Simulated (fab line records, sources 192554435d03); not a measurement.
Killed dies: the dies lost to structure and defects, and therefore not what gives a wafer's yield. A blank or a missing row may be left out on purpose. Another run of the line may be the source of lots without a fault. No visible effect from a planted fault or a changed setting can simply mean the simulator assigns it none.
fab line records | flow n5_finfet
record: lots: 10 wafers: 30 last_day: 18
route steps=1938 shown DUMMY_GATE@236 SPACER0@258 SD_EPI_N@272 PASSIVATION@1936
lots that met no fault: from a run of the same line without faults
start_h: hours from the record's opening day to when the first of the lot's shown wafers began | wait_h: hours elapsed since this lot's preceding step | " repeats the value in the row above | L1.1+2: a row that stands for several wafers | - value missing, or start not given | * or withheld: withheld | < > ~ a bound
route shown NAME@n: NAME is a module with steps in the file, n the number in the route of the first one | usual: the fault-free wafers' mean and standard deviation | same: alike in all rows | chamber/n: place in a boat | sites: readings site by site | _std_site: the values' standard deviation | _edge_site: inner sites' mean taken away from outer sites' mean | radius_mm: for every site, how far away it sits from the centre of the wafer | mask NAME#n: copy n | behind: the last tool/chamber to shape the wafer | hold: what put the lot on hold/how long, in hours/how the hold closed | device: whichever transistor did not switch (one of n, p or np) | end of line: tests of these same wafers at the route's end | for a step that has no rows: nothing shown but its recipe | killed: dies that structure and defects cost at the first sort, which is not the same as the wafer's yield | map: per-die view of a wafer (x killed, . not killed, _ where there is no die)
set.NAME: the setting the step ran with; set.NAME@STEP: the setting that earlier step ran with | model.NAME: the simulator's own value behind a step, which no gauge read
route steps across a sampled set of lots; one table per step, one row per wafer
services: the hour from which a tool's chamber was out of use, counted from the record's first day as start_h (under 0 if before that day), plus the number of hours and why
== steps ==
step: N5_DUMMY_GATE_ETCH_36
recipe: chemistry: CF4 target: SiARC target_depth_a: 130 pressure_mtorr: 40 source_w: 545 bias_w: 36 Ar_flow_sccm: 100 cf4_flow_sccm: 100 ion_energy_ev: 80
usual: drypump_motor_current_A: 5.9/0.44 oes_product_au: 0.75/0.053 rf_vpp_V: 184.0/1.3 showerhead_plenum_p_Torr: 2.15/0.079 throttle_valve_pct: 15.74/0.3
columns lot.wafer tool chamber start_h wait_h drypump_motor_current_A oes_product_au rf_hours_counter_h rf_vpp_V showerhead_plenum_p_Torr throttle_valve_pct
L939.3 rie_diel-03 3 48.72 0.0 5.8 0.84 70 184.8 2.09 15.18
L939.5 " 0 " " 5.8 0.79 - 185.7 2.24 15.82
L939.6 " 1 " " 6.8 0.72 - 184.6 2.06 15.89
L945.1 rie_diel-03 0 81.26 0.0 5.8 0.78 123 184.4 2.23 15.84
L945.2 " 2 " " 6.2 0.69 170 184.7 2.24 15.88
L945.3 " 3 " " 5.8 0.84 79 183.2 2.08 15.22
L949.1 rie_diel-03 1 108.55 0.0 6.8 0.71 180 182.4 2.05 15.94
L949.2 " 2 " " 6.2 0.69 178 184.5 2.23 15.93
L949.5 " 2 " " 6.2 0.68 - 184.6 2.23 15.90
L950.4 rie_diel-03 3 120.78 0.0 5.8 0.82 91 182.3 2.08 15.23
L950.5 " 3 " " 5.8 0.81 - 183.9 2.08 15.25
L950.6 " 2 " " 6.2 0.69 - 184.5 2.23 15.91
L951.2 rie_diel-01 1 124.82 0.0 5.5 0.71 234 183.9 2.20 16.03
L951.4 " 0 " " 5.5 0.71 203 183.5 2.14 15.93
L951.6 " 3 " " 5.4 0.78 - 184.0 2.17 15.99
L952.1 rie_diel-06 0 128.77 0.0 6.5 0.77 169 181.5 2.05 15.30
L952.2 " 3 " " 5.9 0.81 111 183.9 1.99 15.30
L952.3 " 2 " " 5.6 0.71 229 182.2 2.11 16.10
L953.1 rie_diel-01 0 131.67 0.0 5.5 0.71 205 181.7 2.14 15.94
L953.2 " 3 " " 5.4 0.79 124 184.2 2.17 16.01
L953.3 " 1 " " 5.5 0.72 236 185.2 2.20 16.04
L958.1 rie_diel-03 0 160.99 0.0 5.8 0.75 148 184.8 2.22 15.89
L958.4 " 2 " " 6.2 0.68 - 185.8 2.23 15.93
L958.6 " 0 " " 5.7 0.75 - 184.9 2.22 15.90
L961.2 rie_diel-01 2 182.60 0.0 5.4 0.72 185 185.6 2.21 15.72
L961.3 " 0 " " 5.5 0.69 222 184.0 2.13 15.95
L961.5 " 3 " " 5.4 0.77 - 185.6 2.16 16.02
L962.2 rie_diel-01 0 183.23 0.0 5.5 0.70 223 182.1 2.13 15.96
L962.4 " 3 " " 5.4 0.76 - 183.6 2.16 16.02
L962.5 " 2 " " 5.4 0.73 - 185.0 2.21 15.70
step: N5_DUMMY_GATE_CD_MEAS_50
recipe: target_cd_nm: 14
usual: cd_nm: 14.0/0.45
columns lot.wafer tool chamber start_h wait_h cd_nm
L939.3 cd_sem-01 - 49.17 0.0 14.2
L939.5 " - " " 14.3
L939.6 " - " " 14.7
L945.1 cd_sem-02 - 81.53 0.0 14.5
L945.2 " - " " 13.7
L945.3 " - " " 14.4
L949.1 cd_sem-02 - 108.82 0.0 14.6
L949.2 " - " " 14.9
L949.5 " - " " 14.2
L950.4 cd_sem-03 - 121.06 0.0 14.5
L950.5 " - " " 13.7
L950.6 " - " " 14.2
L951.2 cd_sem-02 - 125.09 0.0 13.4
L951.4 " - " " 13.7
L951.6 " - " " 14.4
L952.1 cd_sem-03 - 129.04 0.0 14.0
L952.2 " - " " 13.2
L952.3 " - " " 13.5
L953.1 cd_sem-03 - 131.94 0.0 14.1
L953.2 " - " " 13.5
L953.3 " - " " 14.5
L958.1 cd_sem-02 - 161.28 0.0 14.2
L958.4 " - " " 13.5
L958.6 " - " " 13.8
L961.2 cd_sem-03 - 182.87 0.0 13.9
L961.3 " - " " 13.4
L961.5 " - " " 14.1
L962.2 cd_sem-03 - 183.55 0.0 14.1
L962.4 " - " " 14.0
L962.5 " - " " 14.3
step: N5_DUMMY_GATE_STRIP_48
recipe: chemistry: N2/H2 time_s: 20 power_w: 100 temp_c: 40 pressure_mtorr: 100 rf_frequency_hz: 6e+07 bias_power_w: 3 n2_flow_sccm: 300 h2_flow_sccm: 300
usual: drypump_motor_current_A: 5.9/0.45 oes_product_au: 0.77/0.066 rf_vpp_V: 45.4/0.78 showerhead_plenum_p_Torr: 3.38/0.13 throttle_valve_pct: 12.32/0.26
columns lot.wafer tool chamber start_h wait_h drypump_motor_current_A oes_product_au rf_hours_counter_h rf_vpp_V showerhead_plenum_p_Torr throttle_valve_pct
L939.3 rie_diel-06 3 49.76 0.0 5.9 0.82 86 43.8 3.15 11.96
L939.5 " 0 " " 6.6 0.78 - 45.4 3.26 11.92
L939.6 " 2 " " 5.6 0.74 - 46.9 3.32 12.62
L945.1 rie_diel-03 1 82.12 0.0 6.8 0.71 172 44.4 3.22 12.38
L945.2 " 3 " " 5.8 0.83 80 45.8 3.30 11.91
L945.3 " 2 " " 6.2 0.72 171 44.4 3.50 12.35
L949.1 rie_diel-06 3 109.41 0.0 5.9 0.79 106 46.4 3.14 12.01
L949.2 " 0 " " 6.6 0.77 164 46.3 3.25 11.98
L949.5 " 1 " " 6.5 0.93 - 45.4 3.60 12.07
L950.4 rie_diel-03 3 121.64 0.0 5.8 0.81 91 45.4 3.30 11.96
L950.5 " 1 " " 6.9 0.69 - 43.3 3.22 12.42
L950.6 " 0 " " 5.8 0.78 - 44.9 3.52 12.45
L951.2 rie_diel-03 2 125.67 0.0 6.2 0.71 183 45.4 3.49 12.39
L951.4 " 0 " " 5.8 0.77 136 45.1 3.52 12.46
L951.6 " 3 " " 5.8 0.81 - 46.0 3.30 11.94
L952.1 rie_diel-06 0 129.64 0.0 6.6 0.76 170 45.8 3.25 11.97
L952.2 " 3 " " 5.9 0.79 111 44.9 3.14 12.02
L952.3 " 1 " " 6.5 0.91 21 46.5 3.60 12.07
L953.1 rie_diel-03 2 132.71 0.0 6.2 0.70 185 45.4 3.49 12.38
L953.2 " 1 " " 6.8 0.69 187 45.1 3.21 12.43
L953.3 " 0 " " 5.8 0.78 138 46.0 3.52 12.43
L958.1 rie_diel-03 2 161.87 0.0 6.3 0.71 192 45.3 3.49 12.40
L958.4 " 0 " " 5.8 0.78 - 44.8 3.51 12.47
L958.6 " 3 " " 5.8 0.80 - 45.3 3.29 11.98
L961.2 rie_diel-01 0 183.46 0.0 5.5 0.69 223 44.6 3.35 12.53
L961.3 " 2 " " 5.4 0.72 186 45.0 3.50 12.43
L961.5 " 2 " " 5.5 0.72 - 45.2 3.50 12.42
L962.2 rie_diel-06 3 184.21 0.0 5.9 0.79 127 45.6 3.13 12.06
L962.4 " 0 " " 6.5 0.75 185 45.0 3.24 12.01
L962.5 " 2 " " 5.7 0.71 - 45.8 3.29 12.71
step: N5_SPACER0_ALD_07
recipe: material: SiNx target_thk_a: 20 temp_c: 400 ald_precursor_family: SiH2I2 ald_co_reactant: N2/H2-plasma pressure_torr: 2
usual: heater_power_w: 857/85
columns lot.wafer tool chamber start_h wait_h heater_power_w
L939.3 ald_sin-01 2 49.99 0.0 1000
L939.5 " 2 " " 952
L939.6 " 1 " " 885
L945.1 ald_sin-01 1 82.37 0.1 888
L945.2 " 2 " " 945
L945.3 " 3 " " 780
L949.1 ald_sin-01 2 110.08 0.5 971
L949.2 " 3 " " 728
L949.5 " 3 " " 730
L950.4 ald_sin-01 0 121.87 0.0 1022
L950.5 " 3 " " 720
L950.6 " 0 " " 998
L951.2 ald_sin-02 1 126.13 0.3 880
L951.4 " 2 " " 790
L951.6 " 3 " " 755
L952.1 ald_sin-01 0 129.92 0.1 979
L952.2 " 3 " " 736
L952.3 " 2 " " 947
L953.1 ald_sin-01 0 132.94 0.0 1015
L953.2 " 2 " " 959
L953.3 " 1 " " 900
L958.1 ald_sin-01 1 162.10 0.0 902
L958.4 " 3 " " 738
L958.6 " 2 " " 974
L961.2 ald_sin-02 1 183.69 0.0 875
L961.3 " 3 " " 758
L961.5 " 3 " " 766
L962.2 ald_sin-02 0 186.39 2.0 841
L962.4 " 1 " " 877
L962.5 " 3 " " 773
step: N5_SPACER0_INSPECT_04
recipe: inspect_instrument: darkfield mode: post_dep
usual: raw_defect_count: 142/38
columns lot.wafer tool chamber start_h wait_h raw_defect_count
L939.3 defect_inspect-02 - 50.56 0.1 154
L939.5 " - " " 123
L939.6 " - " " 135
L945.1 defect_inspect-02 - 82.94 0.1 101
L945.2 " - " " 92
L945.3 " - " " 108
L949.1 defect_inspect-01 - 110.65 0.1 97
L949.2 " - " " 88
L949.5 " - " " 184
L950.4 defect_inspect-02 - 122.44 0.1 141
L950.5 " - " " 107
L950.6 " - " " 103
L951.2 defect_inspect-02 - 126.70 0.1 125
L951.4 " - " " 99
L951.6 " - " " 134
L952.1 defect_inspect-02 - 130.48 0.1 1011
L952.2 " - " " 1058
L952.3 " - " " 1044
L953.1 defect_inspect-02 - 133.50 0.1 993
L953.2 " - " " 1030
L953.3 " - " " 1023
L958.1 defect_inspect-01 - 162.66 0.1 1016
L958.4 " - " " 1092
L958.6 " - " " 1064
L961.2 defect_inspect-02 - 184.25 0.1 128
L961.3 " - " " 143
L961.5 " - " " 115
L962.2 defect_inspect-02 - 186.96 0.1 146
L962.4 " - " " 132
L962.5 " - " " 166
step: N5_SD_EPI_N_INSPECT_11
recipe: mode: adi inspect_instrument: macro
usual: raw_defect_count: 2.2/1.4
columns lot.wafer tool chamber start_h wait_h raw_defect_count
L939.3 defect_inspect-02 - 51.01 0.0 1
L939.5 " - " " 3
L939.6 " - " " 0
L945.1 defect_inspect-02 - 83.27 0.0 3
L945.2 " - " " 2
L945.3 " - " " 1
L949.1 defect_inspect-01 - 111.10 0.0 2
L949.2 " - " " 2
L949.5 " - " " 0
L950.4 defect_inspect-02 - 122.76 0.0 2
L950.5 " - " " 3
L950.6 " - " " 2
L951.2 defect_inspect-01 - 127.15 0.0 2
L951.4 " - " " 1
L951.6 " - " " 2
L952.1 defect_inspect-02 - 130.94 0.0 >300
L952.2 " - " " >300
L952.3 " - " " >300
L953.1 defect_inspect-02 - 133.83 0.0 >300
L953.2 " - " " >300
L953.3 " - " " >300
L958.1 defect_inspect-02 - 163.15 0.0 >300
L958.4 " - " " >300
L958.6 " - " " >300
L961.2 defect_inspect-02 - 184.71 0.0 2
L961.3 " - " " 0
L961.5 " - " " 3
L962.2 defect_inspect-02 - 187.29 0.0 2
L962.4 " - " " 2
L962.5 " - " " 2
step: N5_SD_EPI_N_INSPECT_26
recipe: inspect_instrument: darkfield mode: post_epi
usual: raw_defect_count: 220/49
columns lot.wafer tool chamber start_h wait_h raw_defect_count
L939.3 defect_inspect-02 - 55.01 0.1 206
L939.5 " - " " 163
L939.6 " - " " 156
L945.1 defect_inspect-01 - 89.39 0.1 214
L945.2 " - " " 137
L945.3 " - " " 173
L949.1 defect_inspect-01 - 115.10 0.1 270
L949.2 " - " " 218
L949.5 " - " " 280
L950.4 defect_inspect-02 - 128.11 0.1 219
L950.5 " - " " 169
L950.6 " - " " 238
L951.2 defect_inspect-02 - 132.30 0.1 173
L951.4 " - " " 152
L951.6 " - " " 193
L952.1 defect_inspect-01 - 135.85 0.1 1110
L952.2 " - " " 1163
L952.3 " - " " 1178
L953.1 defect_inspect-01 - 138.55 0.1 1037
L953.2 " - " " 1201
L953.3 " - " " 1166
L958.1 defect_inspect-02 - 167.24 0.1 1030
L958.4 " - " " 1109
L958.6 " - " " 1103
L961.2 defect_inspect-02 - 189.42 0.1 197
L961.3 " - " " 238
L961.5 " - " " 187
L962.2 defect_inspect-02 - 191.27 0.1 213
L962.4 " - " " 191
L962.5 " - " " 223
step: N5_PASSIVATION_PROBE_49
usual: killed_at_M0_to_M3: 34/11 killed_at_M4_up: 13/5.2 killed_at_contacts: 13/6.3 killed_at_front_end: 40/14 killed_at_other: 3.2/2.4 killed_dies: 104/19 killed_on_rim: 14/4.2 killed_open: 69/14 killed_short: 32/7.5
same: gross_dies: 1180 killed_at_back_side: 0
columns lot.wafer tool chamber start_h wait_h killed_at_M0_to_M3 killed_at_M4_up killed_at_contacts killed_at_front_end killed_at_other killed_dies killed_on_rim killed_open killed_short
L939.3 prober-02 - 262.79 0.1 17 19 24 29 0 89 22 61 25
L939.5 prober-02 - 262.89 0.2 23 9 20 26 2 80 7 47 32
L939.6 prober-02 - 262.94 0.3 21 5 10 17 7 60 4 32 25
L949.1 prober-02 - 328.90 0.0 30 12 18 60 4 124 17 82 40
L949.2 prober-02 - 328.95 0.1 34 12 8 55 4 113 19 64 47
L949.5 prober-02 - 329.10 0.2 37 11 15 48 5 116 10 76 39
L951.2 prober-02 - 335.71 0.1 29 23 6 53 4 115 11 80 35
L951.4 prober-02 - 335.81 0.2 33 15 22 37 5 112 15 76 35
L951.6 prober-02 - 335.91 0.3 26 20 12 47 4 109 12 78 27
L953.1 prober-02 - 347.40 0.0 39 12 5 124 4 184 31 88 32
L953.2 prober-02 - 347.45 0.1 48 4 7 133 5 197 42 97 50
L953.3 prober-02 - 347.50 0.1 58 12 3 141 6 220 30 77 40
L952.1 prober-02 - 349.72 0.0 25 14 12 83 3 137 26 53 23
L952.2 prober-02 - 349.77 0.1 37 20 16 127 5 205 28 72 32
L952.3 prober-02 - 349.82 0.1 28 12 25 76 13 154 31 81 26
L950.4 prober-02 - 358.62 0.2 28 12 7 33 1 81 12 36 42
L950.5 prober-02 - 358.67 0.2 27 15 24 40 3 109 13 77 30
L950.6 prober-02 - 358.72 0.3 22 9 21 30 0 82 5 56 26
L958.1 prober-02 - 387.37 0.0 30 8 12 131 2 183 28 64 20
L958.4 prober-02 - 387.52 0.2 34 7 10 136 5 192 29 53 33
L958.6 prober-02 - 387.62 0.3 50 10 6 85 1 152 32 70 28
L962.2 prober-01 - 421.60 0.1 52 8 5 80 2 147 13 99 46
L962.4 prober-01 - 421.70 0.2 49 13 13 32 1 108 17 70 37
L962.5 prober-01 - 421.75 0.2 26 10 9 50 5 100 11 71 28
killed by level:class
L939.3 MOL_CONTACT_COAG:geometric_particle:open=17 FIN_SAQP:geometric_particle:short=8 BEOL_M3:geometric_particle:open=6 MOL_CONTACT_COAG:geometric_particle:short=6 FIN_SAQP:geometric_particle:open=5 DUMMY_GATE:geometric_particle:open=5 BEOL_M4:geometric_particle:open=5 ILD0:geometric_particle:open=4
L939.5 MOL_CONTACT_COAG:geometric_particle:open=18 FIN_SAQP:geometric_particle:short=7 DUMMY_GATE:geometric_particle:open=6 BEOL_M0_SAQP:geometric_particle:short=6 BEOL_M0_SAQP:geometric_particle:open=5 FIN_SAQP:geometric_particle:open=4 GATE_CUT:geometric_particle:short=3 BEOL_M3:geometric_particle:open=3
L939.6 BEOL_M0_SAQP:geometric_particle:short=7 MOL_CONTACT_COAG:geometric_particle:open=6 STI_FIN_REVEAL:geometric_particle:open=5 BEOL_M3:geometric_particle:open=5 STARTING-WAFER:geometric_particle:open=5 MOL_CONTACT_COAG:geometric_particle:short=4 PASS1_CAP:geometric_particle:short=4 BEOL_M0_SAQP:geometric_particle:open=3
L949.1 FIN_SAQP:geometric_particle:open=23 BEOL_M2:geometric_particle:open=16 MOL_CONTACT_COAG:geometric_particle:open=13 FIN_SAQP:geometric_particle:short=11 MOL_CONTACT_COAG:geometric_particle:short=5 STI_FIN_REVEAL:geometric_particle:open=4 BEOL_M4:geometric_particle:open=4 DUMMY_GATE:geometric_particle:open=3
L949.2 FIN_SAQP:geometric_particle:short=23 FIN_SAQP:geometric_particle:open=11 BEOL_M2:geometric_particle:open=10 MOL_CONTACT_COAG:geometric_particle:open=7 BEOL_M0_SAQP:geometric_particle:open=7 BEOL_M0_SAQP:geometric_particle:short=4 BEOL_M3:geometric_particle:short=4 BEOL_M5:geometric_particle:open=4
L949.5 MOL_CONTACT_COAG:geometric_particle:open=14 FIN_SAQP:geometric_particle:short=10 BEOL_M0_SAQP:geometric_particle:open=9 BEOL_M0_SAQP:geometric_particle:short=8 GATE_CUT:geometric_particle:short=7 FIN_SAQP:geometric_particle:open=6 BEOL_M2:geometric_particle:open=6 BEOL_M4:geometric_particle:open=6
L951.2 STI_FIN_REVEAL:geometric_particle:open=15 FIN_SAQP:geometric_particle:open=11 BEOL_M2:geometric_particle:open=7 BEOL_M4:geometric_particle:open=7 FIN_SAQP:geometric_particle:short=6 MOL_CONTACT_COAG:geometric_particle:open=6 BEOL_M0_SAQP:geometric_particle:short=6 BEOL_M0_SAQP:geometric_particle:open=6
L951.4 MOL_CONTACT_COAG:geometric_particle:open=18 BEOL_M0_SAQP:geometric_particle:open=15 BEOL_M4:geometric_particle:open=8 FIN_SAQP:geometric_particle:short=7 STI_FIN_REVEAL:geometric_particle:open=7 BEOL_M0_SAQP:geometric_particle:short=7 FIN_SAQP:geometric_particle:open=4 STI_FIN_REVEAL:geometric_particle:short=4
L951.6 STI_FIN_REVEAL:geometric_particle:open=12 BEOL_M4:geometric_particle:open=12 BEOL_M0_SAQP:geometric_particle:open=11 FIN_SAQP:geometric_particle:open=10 DUMMY_GATE:geometric_particle:open=9 MOL_CONTACT_COAG:geometric_particle:open=7 BEOL_M0_SAQP:geometric_particle:short=7 MOL_CONTACT_COAG:geometric_particle:short=5
L953.1 SPACER0:unspecified=61 FIN_SAQP:geometric_particle:open=22 BEOL_M0_SAQP:geometric_particle:open=14 STI_FIN_REVEAL:geometric_particle:open=10 BEOL_M3:geometric_particle:open=9 GATE_CUT:geometric_particle:short=7 BEOL_M0_SAQP:geometric_particle:short=6 MOL_CONTACT_COAG:geometric_particle:open=5
L953.2 SPACER0:unspecified=48 STI_FIN_REVEAL:geometric_particle:open=30 FIN_SAQP:geometric_particle:open=15 FIN_SAQP:geometric_particle:short=13 BEOL_M0_SAQP:geometric_particle:open=13 BEOL_M0_SAQP:geometric_particle:short=13 BEOL_M2:geometric_particle:open=10 STI_FIN_REVEAL:geometric_particle:short=7
L953.3 SPACER0:unspecified=98 BEOL_M0_SAQP:geometric_particle:short=19 BEOL_M0_SAQP:geometric_particle:open=17 STI_FIN_REVEAL:geometric_particle:open=10 FIN_SAQP:geometric_particle:open=9 BEOL_M4:geometric_particle:open=9 BEOL_M2:geometric_particle:open=8 FIN_SAQP:geometric_particle:short=5
L952.1 SPACER0:unspecified=59 MOL_CONTACT_COAG:geometric_particle:open=9 BEOL_M4:geometric_particle:open=8 BEOL_M2:geometric_particle:open=7 BEOL_M3:geometric_particle:open=7 FIN_SAQP:geometric_particle:open=5 STARTING-WAFER:geometric_particle:short=4 STARTING-WAFER:geometric_particle:open=4
L952.2 SPACER0:unspecified=98 MOL_CONTACT_COAG:geometric_particle:open=12 BEOL_M4:geometric_particle:open=12 BEOL_M2:geometric_particle:open=11 BEOL_M0_SAQP:geometric_particle:open=5 BEOL_M0:geometric_particle:open=5 BEOL_M1:geometric_particle:open=5 FIN_SAQP:geometric_particle:short=4
L952.3 SPACER0:unspecified=46 MOL_CONTACT_COAG:geometric_particle:open=22 FIN_SAQP:geometric_particle:open=9 BEOL_M4:geometric_particle:open=8 BEOL_M1:geometric_particle:open=6 BEOL_M0_SAQP:geometric_particle:open=6 BEOL_M3:geometric_particle:open=6 PASS1_CAP:geometric_particle:short=6
L950.4 FIN_SAQP:geometric_particle:short=10 BEOL_M0_SAQP:geometric_particle:short=9 STI_FIN_REVEAL:geometric_particle:open=6 MOL_CONTACT_COAG:geometric_particle:open=5 FIN_SAQP:geometric_particle:open=4 GATE_CUT:geometric_particle:short=4 BEOL_M0_SAQP:geometric_particle:open=4 BEOL_M2:geometric_particle:open=4
L950.5 MOL_CONTACT_COAG:geometric_particle:open=18 FIN_SAQP:geometric_particle:open=10 BEOL_M4:geometric_particle:open=7 FIN_SAQP:geometric_particle:short=6 STI_FIN_REVEAL:geometric_particle:open=6 BEOL_M0_SAQP:geometric_particle:open=6 BEOL_M0_SAQP:geometric_particle:short=6 BEOL_M2:geometric_particle:open=6
L950.6 MOL_CONTACT_COAG:geometric_particle:open=19 BEOL_M0_SAQP:geometric_particle:open=10 ILD0:geometric_particle:short=5 BEOL_M0_SAQP:geometric_particle:short=5 STI_FIN_REVEAL:geometric_particle:open=4 DUMMY_GATE:geometric_particle:open=3 ILD0:geometric_particle:open=3 GATE_CUT:geometric_particle:short=3
L958.1 SPACER0:unspecified=95 BEOL_M0_SAQP:geometric_particle:open=12 MOL_CONTACT_COAG:geometric_particle:open=10 STI_FIN_REVEAL:geometric_particle:open=6 BEOL_M1:geometric_particle:open=6 FIN_SAQP:geometric_particle:short=5 BEOL_M2:geometric_particle:open=5 FIN_SAQP:geometric_particle:open=4
L958.4 SPACER0:unspecified=101 MOL_CONTACT_COAG:geometric_particle:open=9 BEOL_M0_SAQP:geometric_particle:short=9 BEOL_M0_SAQP:geometric_particle:open=9 FIN_SAQP:geometric_particle:short=7 DUMMY_GATE:geometric_particle:open=6 GATE_CUT:geometric_particle:short=5 STI_FIN_REVEAL:geometric_particle:open=4
L958.6 SPACER0:unspecified=51 BEOL_M0_SAQP:geometric_particle:open=12 BEOL_M3:geometric_particle:open=11 BEOL_M0_SAQP:geometric_particle:short=10 BEOL_M1:geometric_particle:open=9 STARTING-WAFER:geometric_particle:open=6 FIN_SAQP:geometric_particle:open=5 FIN_SAQP:geometric_particle:short=5
L962.2 FIN_SAQP:geometric_particle:open=36 BEOL_M0_SAQP:geometric_particle:short=17 BEOL_M0_SAQP:geometric_particle:open=16 STI_FIN_REVEAL:geometric_particle:open=14 FIN_SAQP:geometric_particle:short=13 BEOL_M1:geometric_particle:open=13 GATE_CUT:geometric_particle:short=4 MOL_CONTACT_COAG:geometric_particle:open=4
L962.4 BEOL_M0_SAQP:geometric_particle:open=13 BEOL_M0_SAQP:geometric_particle:short=12 FIN_SAQP:geometric_particle:open=10 MOL_CONTACT_COAG:geometric_particle:open=10 BEOL_M1:geometric_particle:open=7 BEOL_M4:geometric_particle:open=6 FIN_SAQP:geometric_particle:short=5 BEOL_M0:geometric_particle:open=5
L962.5 FIN_SAQP:geometric_particle:short=13 FIN_SAQP:geometric_particle:open=12 STI_FIN_REVEAL:geometric_particle:open=10 BEOL_M0_SAQP:geometric_particle:open=8 MOL_CONTACT_COAG:geometric_particle:open=8 BEOL_M4:geometric_particle:open=5 BEOL_M0_SAQP:geometric_particle:short=4 BEOL_M0:geometric_particle:open=4
== services ==
columns tool chamber start_h hours kind
rie_diel-03 - 27.94 15.6 pm
rie_diel-06 1 38.20 - clean
rie_diel-06 1 38.20 - consumable_replace:focus_ring
rie_diel-06 1 38.20 - consumable_replace:showerhead
rie_diel-06 1 38.20 23.0 scheduled_down
rie_diel-06 1 38.20 23.0 vent_cycle
ald_sin-02 - 75.70 0.6 repair
ald_sin-01 - 85.29 14.0 pm
ald_sin-01 0 85.29 14.0 vent_cycle
ald_sin-01 1 85.29 14.0 vent_cycle
ald_sin-01 2 85.29 14.0 vent_cycle
ald_sin-01 3 85.29 14.0 vent_cycle
rie_diel-01 0 90.51 8.2 repair
rie_diel-06 0 92.45 4.8 repair
ald_sin-01 0 99.29 - clean
ald_sin-01 1 99.29 - clean
ald_sin-01 2 99.29 - clean
ald_sin-01 3 99.29 - clean
ald_sin-02 0 109.50 4.8 repair
rie_diel-01 0 116.14 1.5 repair
rie_diel-01 2 127.11 6.6 repair
rie_diel-03 2 140.26 5.8 repair
rie_diel-06 1 154.34 5.2 repair
rie_diel-01 1 176.55 - clean
== key ==
first_sign: step: N5_SPACER0_INSPECT_04 reading: raw_defect_count direction: up sigmas: 24 usual: 142 struck: 1037
effect: step: N5_SD_EPI_N_INSPECT_11 reading: raw_defect_count direction: up sigmas: 99+ usual: 2.2 struck: >300
effect: step: N5_SD_EPI_N_INSPECT_26 reading: raw_defect_count direction: up sigmas: 18 usual: 220 struck: 1122
effect: step: N5_PASSIVATION_PROBE_49 reading: killed_at_front_end direction: up sigmas: 5.5 usual: 40 struck: 115
more_kills_born_at: N5_SPACER0_ALD_07@ald_sin-01: 657
met_at N5_SPACER0_ALD_07
struck_lots L952,L953,L958
tester_left_out L952,L953,L958
not_acting_at N5_DUMMY_GATE_ETCH_36,N5_DUMMY_GATE_CD_MEAS_50,N5_DUMMY_GATE_STRIP_48
onset_between 121.87 129.92
fault: kind: chamber_particle_source tool: ald_sin-01 chamber: - onset_h: 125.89 steps: N5_SPACER0_ALD_07 rate_per_visit_cm2: 1.3603 end_h: 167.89
tester_left_out: of these lots the tester's yield and bins aren't shown, on N5 and GAA mostly nor the transistor test; their killed dies are dies lost to structure and defects alone, not to doping, threshold or leakage, so they don't give the yield
